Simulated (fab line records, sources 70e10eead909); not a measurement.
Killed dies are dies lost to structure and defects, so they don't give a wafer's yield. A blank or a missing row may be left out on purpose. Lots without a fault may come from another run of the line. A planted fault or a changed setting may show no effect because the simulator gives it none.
Chamber matching | flow nand_harc | NHARC_P_M1_DESCUM_14 on rie_diel-10: 4 sister chambers
The step chemistry O2, time 3 s. 8 wafers are shown with their chamber, then 7 later ones without.

WAFERS WITH THEIR CHAMBER
wafer  | chamber | oes_product_au (a.u.) | chamber_pressure_mTorr (mTorr)
L085.3 | 3       | 1.003                 | 59.99
L085.6 | 3       | 1.000                 | 60.01
L089.6 | 2       | 0.980                 | 60.00
L090.1 | 2       | 0.991                 | 59.90
L090.2 | 1       | 0.987                 | 60.05
L090.6 | 0       | 0.997                 | 59.91
L093.4 | 0       | 0.991                 | 60.12
L093.5 | 1       | 0.977                 | 60.01

WAFERS WITHOUT THEIR CHAMBER
wafer  | oes_product_au (a.u.) | chamber_pressure_mTorr (mTorr)
L093.6 | 0.981                 | 59.97
L092.2 | 0.981                 | 60.02
L092.4 | 0.990                 | 59.99
L092.5 | 0.985                 | 60.06
L096.3 | 1.000                 | 59.96
L096.5 | 0.975                 | 60.06
L096.6 | 0.989                 | 59.99

WHICH CHAMBER EACH WENT THROUGH
wafer  | from the rows above               | in truth
L093.6 | can't be placed: 1 or 2 or 0      | 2
L092.2 | can't be placed: 1 or 2           | 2
L092.4 | can't be placed: 0 or 2 or 1 or 3 | 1
L092.5 | can't be placed: 1 or 2 or 0      | 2
L096.3 | can't be placed: 3 or 0 or 2      | 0
L096.5 | can't be placed: 1 or 2           | 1
L096.6 | can't be placed: 2 or 0 or 1 or 3 | 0
Placed correctly: 0 of 7. Can't be placed from these rows: 7 (the true chamber is among the candidates in 7). Placed wrongly: 0.
How it was worked out, from the rows above alone: a wafer's distance from a chamber is the root of the sum, over the readings, of the square of ((its reading less the chamber's mean) divided by the reading's scatter). The wafer belongs to the nearest chamber; if the next one is less than 2 further off, it can't be placed. A chamber's mean is the mean of its shown wafers. The scatter: the root of (the sum of the squares of (reading less its chamber's mean) over the shown wafers, divided by (wafers less chambers)).
